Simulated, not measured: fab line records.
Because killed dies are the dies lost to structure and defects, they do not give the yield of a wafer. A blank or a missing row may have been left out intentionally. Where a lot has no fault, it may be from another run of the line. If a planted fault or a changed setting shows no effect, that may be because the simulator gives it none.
Chamber matching || flow nand_harc || rie_diel-09 running NHARC_A_BONDPAD_ETCH_34: 4 sister chambers
The step etches the open film in N2/H2, target depth 60 nm, overetch 18 nm, time 65.91 s. 8 wafers are shown with their chamber, then 7 later ones without.

WAFERS WITH THEIR CHAMBER
{"wafer": "L326.2", "chamber": 3, "showerhead_plenum_p_Torr (Torr)": 1.90, "drypump_motor_current_A (A)": 5.4}
{"wafer": "L327.1", "chamber": 0, "showerhead_plenum_p_Torr (Torr)": 2.00, "drypump_motor_current_A (A)": 5.8}
{"wafer": "L327.2", "chamber": 3, "showerhead_plenum_p_Torr (Torr)": 1.90, "drypump_motor_current_A (A)": 5.5}
{"wafer": "L328.2", "chamber": 2, "showerhead_plenum_p_Torr (Torr)": 1.95, "drypump_motor_current_A (A)": 5.6}
{"wafer": "L328.3", "chamber": 0, "showerhead_plenum_p_Torr (Torr)": 2.00, "drypump_motor_current_A (A)": 5.8}
{"wafer": "L328.5", "chamber": 1, "showerhead_plenum_p_Torr (Torr)": 2.14, "drypump_motor_current_A (A)": 5.9}
{"wafer": "L329.3", "chamber": 1, "showerhead_plenum_p_Torr (Torr)": 2.14, "drypump_motor_current_A (A)": 6.0}
{"wafer": "L329.5", "chamber": 2, "showerhead_plenum_p_Torr (Torr)": 1.94, "drypump_motor_current_A (A)": 5.6}

WAFERS WITHOUT THEIR CHAMBER
{"wafer": "L329.6", "showerhead_plenum_p_Torr (Torr)": 2.14, "drypump_motor_current_A (A)": 5.9}
{"wafer": "L339.2", "showerhead_plenum_p_Torr (Torr)": 2.14, "drypump_motor_current_A (A)": 5.9}
{"wafer": "L339.3", "showerhead_plenum_p_Torr (Torr)": 2.00, "drypump_motor_current_A (A)": 5.8}
{"wafer": "L339.6", "showerhead_plenum_p_Torr (Torr)": 1.90, "drypump_motor_current_A (A)": 5.5}
{"wafer": "L340.1", "showerhead_plenum_p_Torr (Torr)": 1.94, "drypump_motor_current_A (A)": 5.6}
{"wafer": "L340.2", "showerhead_plenum_p_Torr (Torr)": 2.14, "drypump_motor_current_A (A)": 5.9}
{"wafer": "L340.4", "showerhead_plenum_p_Torr (Torr)": 2.00, "drypump_motor_current_A (A)": 5.8}

WHICH CHAMBER EACH WENT THROUGH
{"wafer": "L329.6", "from the rows above": 1, "in truth": 1}
{"wafer": "L339.2", "from the rows above": 1, "in truth": 1}
{"wafer": "L339.3", "from the rows above": 0, "in truth": 0}
{"wafer": "L339.6", "from the rows above": 3, "in truth": 3}
{"wafer": "L340.1", "from the rows above": 2, "in truth": 2}
{"wafer": "L340.2", "from the rows above": 1, "in truth": 1}
{"wafer": "L340.4", "from the rows above": 0, "in truth": 0}
Placed correctly: 7 of 7. Number that these rows cannot place: 0. Wrongly placed: 0.
How it was worked out, from the rows above alone: a wafer's distance from a chamber is the root of the sum, over the readings, of the square of ((its reading less the chamber's mean) divided by the reading's scatter). The wafer belongs to the nearest chamber; if the next one is less than 2 further off, it can't be placed. A chamber's mean is the mean of its shown wafers. The scatter is the square root of a quotient: the sum, over the shown wafers, of each reading's squared deviation from its chamber's mean, divided by wafers minus chambers.
